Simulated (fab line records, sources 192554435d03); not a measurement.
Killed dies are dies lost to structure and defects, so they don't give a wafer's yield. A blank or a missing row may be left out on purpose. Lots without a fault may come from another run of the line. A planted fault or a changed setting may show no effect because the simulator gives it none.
fab line records | flow n5_finfet
record lots=7 wafers=39
route steps=1938 shown FIN_SAQP@120 STI_FIN_REVEAL@200 DUMMY_GATE@237 SD_EPI_P@321 GATE_CUT@469 BEOL_M4@1111
start_h: hours from the record's first day to the start of the lot's first wafer shown | wait_h: hours since the lot's step before | " the same as in the row above | L1.1+2: a row that stands for several wafers | - no value, or no start given | * or withheld: withheld | < > ~ a bound
route shown NAME@n: a module of which the file shows steps, and the number in the route of the first | usual: mean/standard deviation of fault-free wafers | same: alike in all rows | chamber/n: place in a boat | sites: the reading at each site | _std_site: their standard deviation | _edge_site: outer sites' mean less inner sites' | radius_mm: how far each site lies from the wafer's centre | mask NAME#n: copy n | behind: the tool/chamber that last shaped the wafer | hold: why the lot was held/for how many hours/how that ended | device: the transistor (n, p or np) that didn't switch | end of line: the same wafers' tests at the end of the route | a step without rows: its recipe alone | killed: dies lost to structure and defects at the first sort, not the wafer's yield | map: a wafer's dies, x killed, . not, _ none there
set.NAME: the setting as run; set.NAME@STEP: as run at that earlier step | model.NAME: the simulator's own value behind a step, which no gauge read
lots whose settings were changed on purpose; a table a step, a row a wafer
## steps
# step N5_FIN_SAQP_MANDREL_ETCH_22
# recipe target_depth_a=600 chemistry=HBr/Cl2 target=a-Si stop_on=SiNx bt_time_s=10 over_etch_frac=0.5 time_s=30 pressure_mtorr=10 icp_w=800 bias_w=75 HBr_flow_sccm=150 Cl2_flow_sccm=80 ends=end_point
# step N5_STI_FIN_REVEAL_OXIDATION_31
# recipe chemistry=O2_PLASMA_REMOTE temp_c=150 time_s=20 pressure_mtorr=1000 source_power_w=2000 o2_flow_sccm=3000
# step N5_DUMMY_GATE_ETCH_37
# recipe chemistry=N2/H2 target=SOC target_depth_a=600 overetch_a=300 temp_c=40 ion_energy_ev=200 pressure_mtorr=30 source_w=840 bias_w=150 n2_flow_sccm=200 h2_flow_sccm=200
# step N5_DUMMY_GATE_ETCH_31
# recipe chemistry=C4F6/O2 target=SiO2 mask_material=SOC target_depth_a=825 time_s=27.5 ion_energy_ev=250 pressure_mtorr=30 source_w=345 bias_w=185 Ar_flow_sccm=300 C4F6_flow_sccm=10 O2_flow_sccm=10
# step N5_DUMMY_GATE_ETCH_32
# recipe chemistry=CF4 target=SiO2 target_depth_a=35 time_s=3.9 ion_energy_ev=350 pressure_mtorr=10 icp_w=800 bias_w=400 cf4_flow_sccm=80
# step N5_DUMMY_GATE_ETCH_44
# recipe chemistry=HBr/O2 over_etch_frac=0.7 target_depth_a=1275 stop_on=SiO2 ion_energy_ev=60 bias_w=20 target=poly-Si mask_material=SiO2 pressure_mtorr=20 icp_w=400 HBr_flow_sccm=120 O2_flow_sccm=10
# step N5_SD_EPI_P_EPI_21
# recipe material=SiGe:B dopant=B temp_c=550 pressure_torr=20 ambient=H2 time_s=355
# step N5_GATE_CUT_ETCH_58
# recipe chemistry=CH3F/O2 target=SiNx target_depth_a=170 time_s=128.6 ion_energy_ev=50 pressure_mtorr=30 source_w=415 bias_w=21 Ar_flow_sccm=150 CH3F_flow_sccm=30 O2_flow_sccm=20
# step N5_BEOL_M4_RC_MEAS_101
# usual REXT_P=100.9/2.5 RS_SD_P=65.5/0.97
# columns lot.wafer tool chamber start_h wait_h set.icp_w@FIN_SAQP_MANDREL_ETCH_22 set.time_s@STI_FIN_REVEAL_OXIDATION_31 set.source_w@DUMMY_GATE_ETCH_37 set.target_depth_a@DUMMY_GATE_ETCH_31 set.time_s@DUMMY_GATE_ETCH_32 set.target_depth_a@DUMMY_GATE_ETCH_44 set.time_s@SD_EPI_P_EPI_21 set.bias_w@GATE_CUT_ETCH_58 REXT_P[ohm.um] RS_SD_P[ohm/sq]
L075.1 prober-01 0 186.65 0.0 800 20 840 825 3.9 1165 302.3 19.6 106.0 71.7
L075.2 " 0 " " 907.3 20 840 729.2 3.9 1275 355 21 100.9 65.8
L075.3 " 0 " " 907.3 20 840 729.2 3.9 1165 355 19.6 101.5 65.0
L075.4 " 0 " " 907.3 20 840 825 3.9 1275 302.3 19.6 107.1 73.4
L075.5 " 0 " " 800 20 840 825 3.9 1165 355 21 101.4 66.3
L075.6 " 0 " " 800 20 840 729.2 3.9 1275 302.3 21 106.3 71.8
L085.1 prober-01 0 245.03 0.0 656.7 20 840 722.8 3.9 1275 324 22.9 100.1 69.9
L085.2 " 0 " " 800 20 908.4 825 3.9 1275 355 22.9 97.9 65.4
L085.3 " 0 " " 656.7 20 840 722.8 4.663 1275 355 21 98.3 66.0
L085.4 " 0 " " 800 15.25 840 825 4.663 1275 324 22.9 100.7 70.6
L085.5 " 0 " " 800 15.25 908.4 722.8 3.9 1275 355 21 95.8 65.3
L085.6 " 0 " " 656.7 15.25 908.4 825 4.663 1275 324 21 100.0 70.0
L086.1 prober-02 0 258.36 0.0 734.9 20 840 773.8 3.9 1186 289.5 23.77 107.1 74.4
L086.2 " 0 " " 734.9 20 840 825 3.9 1275 289.5 21 109.1 76.0
L086.3 " 0 " " 800 20 840 825 3.9 1186 289.5 21 107.9 74.5
L086.4 " 0 " " 800 20 840 773.8 3.9 1275 355 23.77 104.2 66.2
L086.5 " 0 " " 734.9 20 840 825 3.9 1275 355 23.77 100.2 66.3
L086.6 " 0 " " 800 20 840 773.8 3.9 1186 355 21 104.3 66.2
L090.1 prober-02 0 277.92 0.0 839.5 20 929.5 825 3.9 1221 376.8 21 98.7 64.1
L090.2 " 0 " " 800 20 929.5 825 3.9 1275 355 21 99.0 65.8
L090.3 " 0 " " 839.5 26.2 929.5 825 3.9 1221 355 19.83 101.6 66.9
L090.4 " 0 " " 839.5 26.2 840 825 3.9 1275 355 21 100.7 66.1
L090.5 " 0 " " 800 26.2 840 825 3.9 1221 376.8 19.83 98.5 63.5
L090.6 " 0 " " 800 20 840 825 3.9 1275 376.8 19.83 98.6 63.6
L093.1 prober-02 0 283.77 0.0 800 20 840 825 3.9 1275 355 21 101.6 66.2
L093.3 " 0 " " 800 20 840 825 3.9 1275 355 21 100.6 66.8
L093.6 " 0 " " 800 20 840 825 3.9 1275 355 21 101.9 66.3
L092.1 prober-01 0 288.51 0.0 800 20 884.9 897.7 3.9 1275 355 21 100.9 64.6
L092.2 " 0 " " 701.9 26.37 884.9 897.7 3.9 1275 355 17.74 100.0 64.7
L092.3 " 0 " " 800 26.37 840 825 3.03 1275 355 17.74 101.2 64.3
L092.4 " 0 " " 800 20 840 897.7 3.03 1275 355 17.74 100.6 64.8
L092.5 " 0 " " 701.9 20 884.9 825 3.03 1275 355 21 101.6 65.1
L092.6 " 0 " " 701.9 26.37 840 825 3.9 1275 355 21 100.8 65.3
L096.1 prober-02 0 295.72 0.0 800 20 840 825 2.967 1275 355 18.65 102.1 65.9
L096.2 " 0 " " 747.4 20 840 903.6 3.9 1275 399.3 21 100.0 61.3
L096.3 " 0 " " 800 20 840 825 3.9 1275 399.3 18.65 101.3 59.6
L096.4 " 0 " " 800 17.33 840 903.6 3.9 1275 355 21 101.9 65.3
L096.5 " 0 " " 747.4 17.33 840 825 2.967 1275 355 21 100.8 65.2
L096.6 " 0 " " 747.4 17.33 840 903.6 2.967 1275 399.3 18.65 100.8 61.0
## key
split step=N5_FIN_SAQP_MANDREL_ETCH_22 setting=icp_w stated_as=800
response none clear
split step=N5_STI_FIN_REVEAL_OXIDATION_31 setting=time_s stated_as=20
response none clear
split step=N5_DUMMY_GATE_ETCH_37 setting=source_w stated_as=840
response none clear
split step=N5_DUMMY_GATE_ETCH_31 setting=target_depth_a stated_as=825
response none clear
split step=N5_DUMMY_GATE_ETCH_32 setting=time_s stated_as=3.9
response none clear
split step=N5_DUMMY_GATE_ETCH_44 setting=target_depth_a stated_as=1275
response none clear
split step=N5_SD_EPI_P_EPI_21 setting=time_s stated_as=355
response step=N5_BEOL_M4_RC_MEAS_101 reading=RS_SD_P slope=-0.443 per=1% together_with=all explained=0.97
response step=N5_BEOL_M4_RC_MEAS_101 reading=REXT_P slope=-0.265 per=1% together_with=all explained=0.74
split step=N5_GATE_CUT_ETCH_58 setting=bias_w stated_as=21
response none clear
